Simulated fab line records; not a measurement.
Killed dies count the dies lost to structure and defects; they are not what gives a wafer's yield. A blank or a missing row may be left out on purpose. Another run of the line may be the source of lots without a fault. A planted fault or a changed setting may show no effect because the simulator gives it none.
fab line records	flow nandHarc
record lots=14	wafers=42	lastDay=34
route steps=1302 shown A_STAIRCASE@835
lots that met no fault: taken from a fault-free run of the same line
startH: the number of hours between the record's first day and the start of the first shown wafer of the lot	waitH: hours since the lot's step before	" unchanged from the row above	L1.1+2: one row covering several wafers at once	- either no value or no given start	* or withheld: withheld	< > ~ a bound
route shown NAME@n: NAME is a module with steps in the file, n the number in the route of the first one	usual: average and standard deviation across the fault-free wafers	same: alike in all rows	chamber/n: place in a boat	sites: readings site by site	_std_site: the standard deviation of these	_edge_site: outer sites' mean less inner sites'	radiusMm: how far each site lies from the wafer's centre	mask NAME#n: copy n	behind: the tool/chamber that last shaped the wafer	hold: what put the lot on hold/how long, in hours/how the hold closed	device: transistor that didn't switch, given as n, p or np	end of line: tests of these same wafers at the route's end	for a step that has no rows: nothing shown but its recipe	killed: count of dies lost to structure and defects at first sort (not the wafer's yield)	map: a wafer's dies, marking killed ones x, the rest . and places with no die _
set.NAME: the setting that was run; set.NAME@STEP: the one run at that earlier step	model.NAME: the simulator's own value behind a step, which no gauge read
route steps across a sampled set of lots; one table per step, one row per wafer
services: when a tool's chamber went out of use (startH, in hours from the record's first day, below 0 if earlier), for how many hours, and the reason
## steps
# step NHARC_A_STAIRCASE_ETCH_315
# recipe targetDepthA=25000	timeS=607.1	ionEnergyEv=800	c4f8FlowSccm=80	o2FlowSccm=60	arFlowSccm=withheld	rfW=600	biasW=3000	chemistry=C4F8/O2/Ar
# usual biasW=2999/9.1	oesProductAu=0.930/0.01	rfVppV=1829/11
lot.wafer	tool	chamber	startH	waitH	biasW	oesProductAu	rfHoursCounterH	rfVppV
L577.2	rieDiel-09	0	-	-	2989	0.937	18	1827
L577.5	"	3	"	"	2997	0.953	-	1810
L577.6	"	0	"	"	3003	0.939	-	1827
L578.4	rieDiel-13	3	-	-	2989	0.941	17	1813
L578.3	"	1	"	"	3004	0.931	18	1830
L578.6	"	0	"	"	3002	0.934	-	1843
L579.3	rieDiel-13	2	-	-	2995	0.937	21	1837
L579.4	"	3	"	"	2989	0.933	20	1814
L579.6	"	2	"	"	3010	0.930	-	1836
L581.4	rieDiel-06	0	-	-	2999	0.925	31	1827
L581.1	"	1	"	"	3002	0.916	30	1832
L581.5	"	3	"	"	2994	0.934	-	1823
L582.2	rieDiel-06	1	-	-	3002	0.921	32	1831
L582.5	"	1	"	"	3004	0.913	-	1832
L582.6	"	2	"	"	3012	0.921	-	1844
L588.4	rieDiel-06	3	-	-	3017	0.932	7	1822
L588.2	"	0	"	"	2990	0.948	7	1827
L588.6	"	1	"	"	3012	0.941	-	1832
L591.2	rieDiel-13	0	-	-	3004	0.917	4	1839
L591.1	"	2	"	"	2997	0.922	4	1834
L591.5	"	3	"	"	3003	0.918	-	1811
L596.2	rieDiel-13	3	-	-	2984	0.931	13	1812
L596.3	"	0	"	"	3010	0.925	12	1839
L596.6	"	2	"	"	2996	0.926	-	1832
L595.2	rieDiel-06	3	-	-	2992	0.943	27	1821
L595.1	"	0	"	"	3000	0.956	27	1827
L595.6	"	2	"	"	3007	0.945	-	1842
L594.4	rieDiel-13	3	-	-	3002	0.914	13	1811
L594.1	"	0	"	"	2991	0.929	12	1840
L594.5	"	3	"	"	3012	0.923	-	1812
L597.4	rieDiel-13	2	-	-	2983	0.915	21	1833
L597.5	"	2	"	"	2994	0.908	-	1833
L597.6	"	3	"	"	3015	0.921	-	1812
L598.2	rieDiel-06	3	-	-	2999	0.931	41	1819
L598.3	"	1	"	"	3006	0.945	38	1829
L598.6	"	0	"	"	2992	0.947	-	1826
L599.4	rieDiel-13	3	-	-	3019	0.915	33	1812
L599.3	"	0	"	"	2998	0.930	34	1840
L599.5	"	3	"	"	3001	0.913	-	1811
L600.3	rieDiel-09	3	-	-	3005	0.951	40	1844
L600.6	"	3	"	"	3005	0.949	-	1847
L600.4	"	0	"	"	3000	0.929	-	1825
# step NHARC_A_STAIRCASE_PEB_439
# recipe pebTempC=115	pebTimeS=130
# usual chillPlateTempC=23.00/0.12	exhaustPa=45.2/0.89	resistLineTempC=22.99/0.099
lot.wafer	tool	chamber	startH	waitH	chillPlateTempC	exhaustPa	resistLineTempC
L577.2	lithoTrack-03	0	428.12	0.1	22.90	45.1	22.90
L577.5	"	0	"	"	22.79	45.4	22.92
L577.6	"	0	"	"	22.95	46.9	22.88
L578.3	lithoTrack-03	0	440.76	0.1	23.05	46.5	22.84
L578.4	"	0	"	"	23.22	46.9	23.01
L578.6	"	0	"	"	22.91	46.8	23.07
L579.3	lithoTrack-07	0	449.91	0.1	23.09	45.2	22.95
L579.4	"	0	"	"	23.07	45.4	22.93
L579.6	"	0	"	"	23.09	45.5	22.99
L581.1	lithoTrack-07	0	450.07	0.1	22.75	43.9	23.01
L581.4	"	0	"	"	22.84	45.1	22.89
L581.5	"	0	"	"	22.93	46.6	23.06
L582.2	lithoTrack-03	0	469.01	0.1	22.91	44.3	23.14
L582.5	"	0	"	"	22.93	43.8	22.90
L582.6	"	0	"	"	23.11	43.4	22.90
L588.2	lithoTrack-03	-	549.66	0.1	-	-	-
L588.4	"	-	"	"	-	-	-
L588.6	"	-	"	"	-	-	-
L591.1	lithoTrack-03	-	579.03	0.1	-	-	-
L591.2	"	-	"	"	-	-	-
L591.5	"	-	"	"	-	-	-
L595.1	lithoTrack-03	0	608.02	0.1	23.05	45.7	22.91
L595.2	"	0	"	"	23.20	45.1	23.02
L595.6	"	0	"	"	23.07	45.7	23.08
L594.1	lithoTrack-07	0	608.05	0.1	22.77	45.5	23.03
L594.4	"	0	"	"	22.78	46.0	23.08
L594.5	"	0	"	"	22.76	45.2	22.99
L596.2	lithoTrack-05	0	608.09	0.1	23.01	45.4	23.10
L596.3	"	0	"	"	22.88	44.7	22.98
L596.6	"	0	"	"	22.98	46.2	23.08
L597.4	lithoTrack-05	0	639.34	0.0	22.95	44.9	23.12
L597.5	"	0	"	"	22.98	44.8	23.03
L597.6	"	0	"	"	23.21	44.5	23.24
L598.2	lithoTrack-07	0	649.72	0.1	22.98	43.9	22.97
L598.3	"	0	"	"	23.16	44.9	23.09
L598.6	"	0	"	"	23.07	45.9	23.05
L600.3	lithoTrack-07	0	659.58	0.1	22.78	45.2	22.98
L600.4	"	0	"	"	22.88	45.2	22.93
L600.6	"	0	"	"	22.92	46.2	22.88
L599.3	lithoTrack-03	0	659.74	0.0	23.10	44.5	23.11
L599.4	"	0	"	"	22.86	44.7	23.09
L599.5	"	0	"	"	23.03	44.4	23.21
# step NHARC_A_STAIRCASE_CMP_152
# usual motorCurrentA=11.6/1
lot.wafer	tool	chamber	startH	waitH	motorCurrentA
L577.2	cmp-04	2	433.98	0.1	11.5
L577.6	"	2	"	"	12.9
L577.5	"	3	"	"	11.7
L578.4	cmp-04	0	447.37	0.1	13.5
L578.3	"	3	"	"	11.3
L578.6	"	0	"	"	13.2
L579.3	cmp-02	0	455.58	0.1	11.6
L579.4	"	3	"	"	11.3
L579.6	"	0	"	"	11.1
L581.1	cmp-04	3	455.71	0.1	11.3
L581.4	"	1	"	"	11.3
L581.5	"	0	"	"	13.2
L582.2	cmp-03	1	474.72	0.1	12.2
L582.5	"	2	"	"	12.2
L582.6	"	3	"	"	10.1
L588.4	cmp-02	3	555.31	0.1	10.6
L588.2	"	2	"	"	10.7
L588.6	"	3	"	"	11.2
L591.2	cmp-02	2	587.64	3.0	10.9
L591.1	"	0	"	"	10.8
L591.5	"	2	"	"	10.9
L595.2	cmp-02	2	613.68	0.1	11.4
L595.1	"	0	"	"	11.6
L595.6	"	3	"	"	11.1
L594.4	cmp-03	0	613.96	0.1	9.7
L594.1	"	3	"	"	10.1
L594.5	"	1	"	"	12.0
L596.3	cmp-04	3	614.24	0.1	11.4
L596.2	"	0	"	"	13.3
L596.6	"	0	"	"	13.7
L597.4	cmp-04	1	645.01	0.1	11.8
L597.5	"	0	"	"	13.9
L597.6	"	1	"	"	11.1
L598.2	cmp-02	2	655.46	0.1	11.5
L598.3	"	0	"	"	11.6
L598.6	"	2	"	"	11.3
L600.4	cmp-03	2	665.38	0.1	12.4
L600.3	"	3	"	"	10.1
L600.6	"	1	"	"	12.6
L599.4	cmp-03	1	665.65	0.1	12.3
L599.3	"	3	"	"	10.2
L599.5	"	2	"	"	11.0
# step NHARC_A_STAIRCASE_ETCHBACK_422
# recipe targetDepthA=400	overEtchFrac=0.3	timeS=74.286	ionEnergyEv=120	ch3fFlowSccm=50	o2FlowSccm=30	arFlowSccm=200	rfW=500	biasW=100	chemistry=CH3F/O2
# usual biasW=100.01/0.28	drypumpMotorCurrentA=5.7/0.5	mfcArSccm=200.2/0.63	oesProductAu=0.95/0.036	rfVppV=245.0/1.6	showerheadPlenumPTorr=2.50/0.1	throttleValvePct=20.663/0.0092
# same overEtchFrac=0.3
lot.wafer	tool	chamber	startH	waitH	biasW	drypumpMotorCurrentA	mfcArSccm	oesProductAu	rfHoursCounterH	rfVppV	showerheadPlenumPTorr	throttleValvePct
L577.2	rieDiel-09	1	434.46	0.1	100.48	5.8	200.5	0.95	32	246.6	2.65	20.652
L577.6	"	0	"	"	99.72	4.9	200.9	0.93	-	244.6	2.45	20.654
L577.5	"	1	"	"	100.19	5.8	200.6	0.94	-	247.3	2.65	20.658
L578.3	rieDiel-06	0	447.83	0.1	99.41	5.8	200.7	0.93	36	244.8	2.47	20.658
L578.4	"	1	"	"	100.12	5.9	200.0	0.93	36	245.3	2.51	20.653
L578.6	"	0	"	"	99.77	5.8	200.1	0.93	-	244.3	2.47	20.660
L579.4	rieDiel-09	1	456.11	0.2	99.96	5.8	200.4	0.95	38	247.4	2.64	20.663
L579.3	"	0	"	"	99.65	4.9	199.6	0.93	42	244.8	2.45	20.655
L579.6	"	1	"	"	99.96	5.8	200.7	0.94	-	246.7	2.64	20.664
L581.1	rieDiel-13	0	456.17	0.1	100.07	5.0	200.5	0.91	39	246.2	2.60	20.672
L581.4	"	2	"	"	99.89	5.1	199.6	0.93	39	244.1	2.54	20.674
L581.5	"	1	"	"	100.19	5.3	199.5	0.92	-	245.2	2.49	20.660
L582.2	rieDiel-13	1	475.18	0.2	99.64	5.3	200.5	0.98	45	245.6	2.49	20.663
L582.5	"	2	"	"	100.13	5.1	199.0	1.00	-	246.1	2.53	20.671
L582.6	"	3	"	"	100.33	6.4	200.0	0.98	-	241.9	2.33	20.640
L588.4	rieDiel-13	1	555.78	0.2	100.09	5.3	199.7	0.97	9	244.1	2.48	20.661
L588.2	"	2	"	"	99.85	5.1	199.6	0.97	13	245.5	2.52	20.675
L588.6	"	0	"	"	99.94	5.1	199.6	0.96	-	247.1	2.59	20.661
L591.2	rieDiel-09	0	588.12	0.2	99.81	4.9	199.7	0.92	27	244.0	2.43	20.665
L591.1	"	1	"	"	100.07	5.8	200.6	0.94	26	246.8	2.63	20.671
L591.5	"	2	"	"	100.58	6.2	200.3	0.92	-	244.4	2.42	20.645
L595.2	rieDiel-13	2	614.14	0.1	99.77	5.1	200.2	0.93	28	246.1	2.52	20.661
L595.1	"	0	"	"	100.13	5.0	200.1	0.92	29	246.7	2.58	20.659
L595.6	"	3	"	"	99.96	6.4	199.7	0.92	-	241.5	2.31	20.648
L594.4	rieDiel-13	2	614.46	0.2	100.16	5.1	200.9	0.92	28	245.4	2.52	20.683
L594.1	"	3	"	"	99.42	6.4	199.2	0.92	30	242.3	2.31	20.667
L594.5	"	1	"	"	99.17	5.3	201.5	0.92	-	244.2	2.47	20.660
L596.3	rieDiel-09	0	614.72	0.1	100.38	4.9	200.5	0.93	34	244.3	2.43	20.653
L596.2	"	2	"	"	100.24	6.2	199.9	0.93	36	243.2	2.41	20.658
L596.6	"	2	"	"	99.86	6.2	200.7	0.93	-	243.1	2.41	20.678
L597.4	rieDiel-09	2	645.49	0.2	100.00	6.2	200.9	0.92	45	244.0	2.41	20.647
L597.6	"	0	"	"	100.41	4.9	199.2	0.94	-	243.7	2.43	20.653
L597.5	"	1	"	"	99.50	5.8	200.1	0.94	-	246.0	2.62	20.660
L598.2	rieDiel-06	0	655.98	0.2	100.12	5.8	199.7	0.93	51	245.8	2.44	20.664
L598.3	"	3	"	"	99.86	6.4	199.0	0.94	54	241.9	2.38	20.670
L598.6	"	0	"	"	99.75	5.8	200.5	0.93	-	243.8	2.44	20.680
L600.3	rieDiel-13	2	665.85	0.2	100.17	5.1	200.1	0.92	47	245.6	2.51	20.655
L600.4	"	3	"	"	99.98	6.4	200.5	0.93	49	242.4	2.30	20.646
L600.6	"	0	"	"	100.08	5.1	200.0	0.93	-	246.1	2.57	20.660
L599.3	rieDiel-13	2	666.22	0.2	99.93	5.1	199.9	0.99	47	244.8	2.51	20.673
L599.4	"	0	"	"	100.19	5.1	200.4	0.99	51	245.3	2.57	20.654
L599.5	"	1	"	"	99.88	5.4	200.1	0.99	-	244.9	2.46	20.660
## services
tool	chamber	startH	hours	kind
rieDiel-09	2	403.14	7.8	repair
cmp-04	-	405.00	4.0	pm
rieDiel-06	3	422.45	7.5	repair
rieDiel-06	-	425.03	0.3	repair
lithoTrack-07	-	426.00	7.0	pm
rieDiel-09	2	427.96	6.4	repair
cmp-02	-	428.78	4.0	pm
rieDiel-13	3	438.47	4.7	repair
rieDiel-06	2	442.72	2.9	repair
lithoTrack-03	-	450.00	7.0	pm
rieDiel-09	0	459.93	16.0	repair
rieDiel-13	-	478.05	0.4	repair
rieDiel-06	-	484.85	9.0	pm
cmp-04	-	490.86	2.0	repair
rieDiel-09	-	497.23	9.0	pm
cmp-04	-	503.00	4.0	pm
cmp-02	-	505.93	0.2	repair
cmp-02	-	523.88	5.0	repair
rieDiel-13	1	534.71	5.6	repair
rieDiel-09	1	614.05	21.8	repair
rieDiel-06	-	614.35	17.7	repair
lithoTrack-03	-	625.00	7.0	pm
rieDiel-09	2	636.53	4.5	repair
rieDiel-06	-	662.79	9.0	pm
## key
firstSign step=NHARC_A_STAIRCASE_PEB_439	reading=toolRecord	direction=missing
effect none on later readings
metAt NHARC_A_STAIRCASE_PEB_439
struckLots L588,L591
laterRowsLeftOut L588.2,L588.4,L588.6,L591.1,L591.2,L591.5
sortLeftOut L588.2,L588.4,L588.6,L591.1,L591.2,L591.5
testerLeftOut L588,L591
notActingAt NHARC_A_STAIRCASE_ETCH_315,NHARC_A_STAIRCASE_CMP_152,NHARC_A_STAIRCASE_ETCHBACK_422
onsetBetween 469.01 549.66
fault kind=skippedStepWhole	tool=lithoTrack-03	chamber=-	onsetH=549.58	steps=NHARC_A_STAIRCASE_PEB_439	scope=struckLotsOnly
# testerLeftOut: of these lots the tester's yield and bins aren't shown, on N5 and GAA mostly nor the transistor test; their killed dies are dies lost to structure and defects alone, not to doping, threshold or leakage, so they don't give the yield
# sortLeftOut: the simulated sort isn't trusted on such a fault, so these wafers' sort isn't shown, and their yield isn't known
# laterRowsLeftOut: the simulator's readings of these wafers behind a module that went badly wrong aren't trusted and aren't shown, but for the sort
